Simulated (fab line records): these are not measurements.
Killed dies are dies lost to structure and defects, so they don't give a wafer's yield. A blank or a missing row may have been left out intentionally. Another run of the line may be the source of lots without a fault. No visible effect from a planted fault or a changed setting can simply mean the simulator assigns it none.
The same fault as seen by 3 desks + flow n5_finfet + each desk holds nothing but its own numbers, with what lay behind them at the end
Where a reading is given only as a bound, like >300, the bound stands for it, and a mean or a difference that rests on one is marked > or <: the true number lies beyond.

THE DEFECT DESK
Per lot, the means of the sampled wafers with a number show what the inspections along the route counted. The brackets show how far a lot's mean lies from the usual mean; more than 4 standard deviations puts the lot out of limits, marked OUT.
Columns: A = raw_defect_count at N5_BEOL_M0_SAQP_INSPECT_42, usual 278; B = raw_defect_count at N5_BEOL_M0_CUTY_INSPECT_59, usual 2.0
| lot  | first seen here | A   | B               |
|------|-----------------|-----|-----------------|
| L951 | day 5 23:26     | 272 | 1.0             |
| L952 | day 6 04:11     | 146 | 2.7             |
| L953 | day 6 07:05     | 238 | 2.3             |
| L959 | day 7 17:46     | 559 | >101 (>+66) OUT |
| L966 | day 9 14:32     | 387 | 3.3             |
| L968 | day 10 01:56    | 439 | 1.7             |
| L969 | day 10 11:56    | 331 | 3.0             |
| L973 | day 11 03:02    | 245 | 2.0             |
This desk finds L959 out of limits, L959 being first, at day 7 19:32 (raw_defect_count at N5_BEOL_M0_CUTY_INSPECT_59). In limits: L951, L952, L953, L966, L968, L969, L973.

AT THE TOOL OWNER'S DESK: rie_si-05
The tool's own readings at N5_BEOL_M0_SAQP_MANDREL_ETCH_20 (etches a-Si in HBr/Cl2, stops on SiNx, target depth 60 nm, bt time 10 s, time 30 s): means of the sampled wafers that have a number, for each lot that ran on this tool. The brackets show how far a lot's mean lies from the usual mean; more than 4 standard deviations puts the lot out of limits, marked OUT.
Columns: A = HBr_flow_sccm at N5_BEOL_M0_SAQP_MANDREL_ETCH_20, usual 150.0 sccm; B = bias_w at N5_BEOL_M0_SAQP_MANDREL_ETCH_20, usual 75.00 W; C = drypump_motor_current_A at N5_BEOL_M0_SAQP_MANDREL_ETCH_20, usual 5.7 A; D = oes_product_au at N5_BEOL_M0_SAQP_MANDREL_ETCH_20, usual 0.774 a.u.; E = throttle_valve_pct at N5_BEOL_M0_SAQP_MANDREL_ETCH_20, usual 35.44 %
| lot  | first seen here | A     | B     | C   | D     | E     |
|------|-----------------|-------|-------|-----|-------|-------|
| L951 | day 5 19:49     | 149.7 | 75.08 | 5.5 | 0.768 | 35.41 |
| L953 | day 6 03:01     | 149.7 | 74.93 | 5.9 | 0.775 | 35.52 |
| L959 | day 7 14:00     | 150.2 | 75.07 | 5.5 | 0.772 | 35.38 |
| L973 | day 10 22:32    | 149.9 | 74.88 | 5.4 | 0.775 | 35.43 |
Finding of this desk: none of the 4 lots has anything out of limits.

AT THE METROLOGY DESK
What the gauges read, lot by lot, whatever tool the lot ran on: means of the sampled wafers that have a number. The brackets show how far a lot's mean lies from the usual mean; more than 4 standard deviations puts the lot out of limits, marked OUT. Readings shown: 7 of its 11, picked as those furthest out on some lot.
Columns: A = cd_nm at N5_BEOL_M0_SAQP_CD_MEAS_25, usual 12.78 nm; B = DIBL_P at N5_BEOL_M4_RC_MEAS_101, usual 36.7 mV/V; C = IOFF_P at N5_BEOL_M4_RC_MEAS_101, usual 0.22 nA/um; D = ION_N at N5_BEOL_M4_RC_MEAS_101, usual 674 uA/um; E = ION_P at N5_BEOL_M4_RC_MEAS_101, usual 461 uA/um; F = VT_N at N5_BEOL_M4_RC_MEAS_101, usual 249 mV; G = VT_P at N5_BEOL_M4_RC_MEAS_101, usual -250 mV
| lot  | first seen here | A     | B    | C    | D   | E   | F   | G    |
|------|-----------------|-------|------|------|-----|-----|-----|------|
| L951 | day 5 21:06     | 12.75 | 35.7 | 0.19 | 666 | 456 | 252 | -252 |
| L952 | day 6 01:50     | 12.89 | 36.4 | 0.20 | 672 | 457 | 250 | -251 |
| L953 | day 6 04:26     | 12.89 | 35.3 | 0.17 | 671 | 452 | 250 | -256 |
| L959 | day 7 15:17     | 12.95 | 36.5 | 0.22 | 678 | 458 | 247 | -250 |
| L966 | day 9 12:16     | 12.55 | 36.1 | 0.23 | 681 | 466 | 246 | -249 |
| L968 | day 9 22:09     | 12.86 | 34.9 | 0.20 | 663 | 460 | 251 | -252 |
| L969 | day 10 09:37    | 12.77 | 34.9 | 0.25 | 677 | 470 | 249 | -245 |
| L973 | day 10 23:56    | 12.76 | 38.0 | 0.27 | 679 | 471 | 247 | -246 |
Finding of this desk: none of the 8 lots has anything out of limits.

TAKEN TOGETHER
The defect desk could have raised an alarm at day 7 19:32, on L959.
The tool owner's desk saw nothing out of limits.
The metrology desk saw nothing out of limits.
On record at the tool owner's desk: L959, within its limits.
The metrology desk holds a record of L959, inside its limits.
N5_BEOL_M0_SAQP_MANDREL_ETCH_20 was run on rie_si-05 by each of the lots named.

WHAT WAS PUT IN BY THE SIMULATOR
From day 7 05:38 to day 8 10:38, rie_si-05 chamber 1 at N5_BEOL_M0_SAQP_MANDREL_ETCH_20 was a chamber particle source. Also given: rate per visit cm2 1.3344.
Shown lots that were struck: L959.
Hours from the fault's start to each desk's first reading out of limits: the defect desk, 14.
